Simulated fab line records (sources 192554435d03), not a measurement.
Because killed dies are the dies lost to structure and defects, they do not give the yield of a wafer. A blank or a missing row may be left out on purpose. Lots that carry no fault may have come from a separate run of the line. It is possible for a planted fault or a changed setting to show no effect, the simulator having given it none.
Which tool did it?    flow n5 finfet    30 wafers from 11 lots sampled at 4 of the route's 1938 steps

WHAT THE GAUGES READ, wafer by wafer
N5_HKMG_FIN_THK_MEAS_70: measures by xrf.
lot   measured     on             HK_THK (nm)
L357  day 4 03:23  film metro-02  1.610 1.538 1.576
L360  day 5 02:36  film metro-02  1.580 1.601
L362  day 5 12:14  film metro-02  1.612 1.602 1.629
L363  day 5 14:56  film metro-01  1.605 1.587 1.585
L366  day 6 10:01  film metro-02  1.576 2.784
L369  day 7 05:53  film metro-02  1.573 2.826
L370  day 7 09:13  film metro-02  2.800 1.569 1.591
L376  day 8 18:50  film metro-02  1.575 1.610 1.590
L378  day 9 07:34  film metro-02  1.579 1.579 1.578
L379  day 9 15:54  film metro-01  1.596 1.579 1.606
L380  day 9 23:39  film metro-02  1.562 1.541 1.547

TOOL THAT RAN EACH LOT (tool first, then ch and the chambers of the sampled wafers, then the start)
lot   N5_SDB_ETCH_18                     N5_DUMMY_REMOVAL_HM_STRIP_01       N5_HKMG_FIN_HK_ALD_01
L357  rie diel-06 ch 0,1,2, day 3 19:05  rie diel-01 ch 0,2,3, day 3 22:59  ald hk-01 ch 2,3, day 3 23:35
L360  rie diel-06 ch 0, day 4 18:51      rie diel-03 ch 0,2, day 4 22:41    ald hk-03 ch 1,3, day 4 23:14
L362  rie diel-02 ch 0,1,3, day 5 03:59  rie diel-05 ch 0,1, day 5 07:48    ald hk-01 ch 2,3, day 5 08:21
L363  rie diel-02 ch 0,2,3, day 5 06:48  rie diel-03 ch 0,2,3, day 5 10:43  ald hk-03 ch 0,2,3, day 5 11:19
L366  rie diel-02 ch 0,1, day 6 01:26    rie diel-01 ch 0,1, day 6 05:56    ald hk-03 ch 0,2, day 6 06:29
L369  rie diel-06 ch 1,2, day 6 21:50    rie diel-03 ch 1,2, day 7 01:50    ald hk-03 ch 1,2, day 7 02:23
L370  rie diel-04 ch 0,1, day 7 01:03    rie diel-03 ch 1,2,3, day 7 04:52  ald hk-03 ch 0,1,2, day 7 05:25
L376  rie diel-02 ch 0,2,3, day 8 11:01  rie diel-01 ch 0,1,3, day 8 14:50  ald hk-02 ch 0,1,3, day 8 15:23
L378  rie diel-06 ch 0,1,3, day 8 23:19  rie diel-03 ch 0,2,3, day 9 03:20  ald hk-01 ch 1,2, day 9 03:56
L379  rie diel-04 ch 0,1,2, day 9 07:34  rie diel-01 ch 0,1, day 9 11:41    ald hk-02 ch 2,3, day 9 12:14
L380  rie diel-02 ch 0,1,3, day 9 15:26  rie diel-05 ch 0,3, day 9 19:38    ald hk-03 ch 0,1,2, day 9 20:11
- N5_SDB_ETCH_18: etches SOC in N2/H2, target depth 100 nm, overetch 20 nm, time 150 s.
- N5_DUMMY_REMOVAL_HM_STRIP_01: strips SiNx in CH3F/O2, stops on poly-Si, target depth 4 nm, time 6.8 s.
- N5_HKMG_FIN_HK_ALD_01: deposits HfO2, target thk 1.6 nm, pulse time 3 s, purge time 3 s.

THE ANSWER, worked out from the rows above alone
Rule: the usual values come from the lots themselves. Put in order of their means at a reading, lots are off if they are a third of the lots or fewer, leave a main group of 4 or more, and stand apart from it by a gap of 3 or more times the standard deviation of the main group's means; of several such gaps the widest counts. If all means in a main group match to the digits the tables above print for the reading, that group is not used. Also off: a lot with no number at a reading for which 4 or more lots have one. Any other lot the step has rows for is counted as sound.
Off: L366, L369, L370, at N5_HKMG_FIN_THK_MEAS_70 (HK_THK). The main group has a mean of 1.586 nm with a standard deviation of 0.017.
A tool fits if, at a process step before that reading, it ran every lot that is off, and no sound lot after the first of them. The gauges at N5_HKMG_FIN_THK_MEAS_70 are tried like those tools. Of those tried, none fits.

WHAT HAD BEEN PUT IN BY THE SIMULATOR
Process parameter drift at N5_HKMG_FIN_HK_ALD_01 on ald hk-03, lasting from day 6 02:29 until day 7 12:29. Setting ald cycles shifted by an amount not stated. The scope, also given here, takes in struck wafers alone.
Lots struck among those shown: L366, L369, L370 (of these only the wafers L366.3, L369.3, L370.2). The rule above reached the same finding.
